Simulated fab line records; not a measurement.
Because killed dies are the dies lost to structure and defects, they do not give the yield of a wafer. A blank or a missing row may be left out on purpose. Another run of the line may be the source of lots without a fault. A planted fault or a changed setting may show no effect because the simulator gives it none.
A lot that was struck, set against a sound lot + flow n5-finfet + 16 out of 1938 route steps
Sound: the wafers L746.1, L746.2, L746.3. Struck: wafer L740.5 (L740.4, L740.6, from the same lot, were not struck and are left out); the cause is given at the end.
Order at every step that has rows: each side's tool, ch and its chambers, its first start. Under that, the readings that differ: sound wafers + struck wafers + difference of the means + sigmas: that difference in standard deviations of wafers without a fault.
alike: a reading whose means differ by less than 2 such deviations, as well as words and numbers matching on both sides. not compared: withheld readings; readings where some wafer has no value; bounds like >300 that might hide an equal value; numbers whose values overlap and for which the record gives no deviation.
A row with sigmas, a row that says differs or no value, or rows on one side alone: a step with any of these is where the two part. When numbers do not overlap yet have no deviation, they are printed without sigmas and do not part them. A reading that every wafer of one side lacks parts them only if that side has two wafers or more.

first, 9 steps without rows for these wafers: N5_BEOL_M2_COAT_05 (resist thk 30 nm); N5_BEOL_M2_EBR_07; N5_BEOL_M2_SOFTBAKE_06 (time 60 s); N5_BEOL_M2_EXPOSE_08 (exposes mask M2); N5_BEOL_M2_PEB_09 (peb time 60 s); N5_BEOL_M2_DEVELOP_10 (develop time 30 s); N5_BEOL_M2_DESCUM_16 (chemistry O2, time 7 s); N5_BEOL_M2_ETCH_74 (etches underlayer in N2/H2, target depth 6.5 nm, time 5.2 s); N5_BEOL_M2_ETCH_63 (etches SiARC in CF4, target depth 15.6 nm, time 26 s).
N5_BEOL_M2_ETCH_64: etches SOC in N2/H2, target depth 75 nm, overetch 22.5 nm, time 121.9 s.
  sound on rie-diel-01 ch 0,1,2, day 12 12:43; struck on rie-diel-03 ch 3, day 10 23:37
| reading                                    | sound       | struck | difference | sigmas |
|--------------------------------------------|-------------|--------|------------|--------|
| model.SiARC_of_BEOL_M2_COAT_62.thk-nm (nm) | 6.6 6.4 6.2 | 6      | +0         |        |
  alike: drypump-motor-current-A, n2-flow-sccm, oes-product-au, rf-vpp-V, showerhead-plenum-p-Torr, throttle-valve-pct
  not compared: rf-hours-counter-h
then, 3 steps without rows for these wafers: N5_BEOL_M2_STRIP_65 (strips in N2/H2); N5_BEOL_M2_STRIP_75 (strips in N2/H2); N5_BEOL_M2_STRIP_66 (strips in CF4).
N5_BEOL_M2_HM_OPEN_17: chemistry Cl2/BCl3, target TiN, target depth 20 nm, overetch 6 nm.
  sound on rie-metal-03 ch 0,1, day 12 12:53; struck on rie-metal-03 ch 0, day 10 23:49
| reading                  | sound             | struck | difference | sigmas |
|--------------------------|-------------------|--------|------------|--------|
| model.etch.depth-nm (nm) | 19.54 19.63 19.69 | 19.08  | -0.54      |        |
  alike: drypump-motor-current-A, oes-product-au, throttle-valve-pct
  not compared: rf-hours-counter-h
then, 1 step without rows for these wafers: N5_BEOL_M2_STRIP_19 (strips in O2).
N5_BEOL_M4_RC_MEAS_101:
  sound on prober-01 ch 0, day 13 19:11; struck on prober-01 ch 0, day 12 16:26
| reading        | sound             | struck | difference | sigmas |
|----------------|-------------------|--------|------------|--------|
| DIBL_N (mV/V)  | 36.2 36.1 35.6    | 39.3   | +3.3       | +2     |
| DIBL_P (mV/V)  | 35.0 34.8 35.9    | 38.5   | +3.3       | +2     |
| IOFF_P (nA/um) | 0.181 0.182 0.186 | 0.263  | +0.080     | +3     |
| SS_P (mV/dec)  | 72.0 72.3 72.7    | 74.4   | +2.1       | +4     |
  alike: IOFF_N, ION_N, ION_P, SS_N, VT_N, VT_P

## WHERE THEY PART
At N5_BEOL_M4_RC_MEAS_101 and nowhere else, as far as this record goes.

WHY: whatever the simulator had introduced
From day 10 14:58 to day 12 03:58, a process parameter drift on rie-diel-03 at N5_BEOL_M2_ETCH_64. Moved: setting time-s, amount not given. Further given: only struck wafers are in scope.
